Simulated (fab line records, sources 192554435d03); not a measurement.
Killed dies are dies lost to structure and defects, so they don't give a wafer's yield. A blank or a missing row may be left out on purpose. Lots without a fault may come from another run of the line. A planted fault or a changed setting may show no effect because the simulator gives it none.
Chamber matching | flow n5_finfet | N5_BEOL_M5_CMP_52 on cmp-03: 4 sister chambers
The step polishes, stops on SiCOH lowk, t overpolish 6.9 s, target thk 62 nm. 4 wafers are shown with their chamber, then 7 later ones without.

WAFERS WITH THEIR CHAMBER
wafer  | chamber | motor_current_A (A)
L080.2 | 0       | 6.5
L083.1 | 2       | 5.3
L092.1 | 3       | 6.5
L092.4 | 1       | 5.6

WAFERS WITHOUT THEIR CHAMBER
wafer  | motor_current_A (A)
L092.5 | 6.3
L094.2 | 5.0
L094.3 | 6.6
L094.5 | 5.1
L096.1 | 5.3
L096.2 | 6.7
L096.6 | 6.5

WHICH CHAMBER EACH WENT THROUGH
wafer  | from the rows above     | in truth
L092.5 | can't be placed: 0 or 3 | 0
L094.2 | can't be placed: 2 or 1 | 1
L094.3 | can't be placed: 0 or 3 | 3
L094.5 | can't be placed: 2 or 1 | 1
L096.1 | can't be placed: 2 or 1 | 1
L096.2 | can't be placed: 0 or 3 | 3
L096.6 | can't be placed: 0 or 3 | 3
Placed correctly: 0 of 7. Can't be placed from these rows: 7 (the true chamber is among the candidates in 7). Placed wrongly: 0.
How it was worked out, from the rows above alone: a wafer's distance from a chamber is the root of the sum, over the readings, of the square of ((its reading less the chamber's mean) divided by the reading's scatter). The wafer belongs to the nearest chamber; if the next one is less than 2 further off, it can't be placed. A chamber's mean is the mean of its shown wafers. The scatter: with one shown wafer a chamber, the root of the mean of the squares of how far each hidden wafer lies from its nearest shown one.
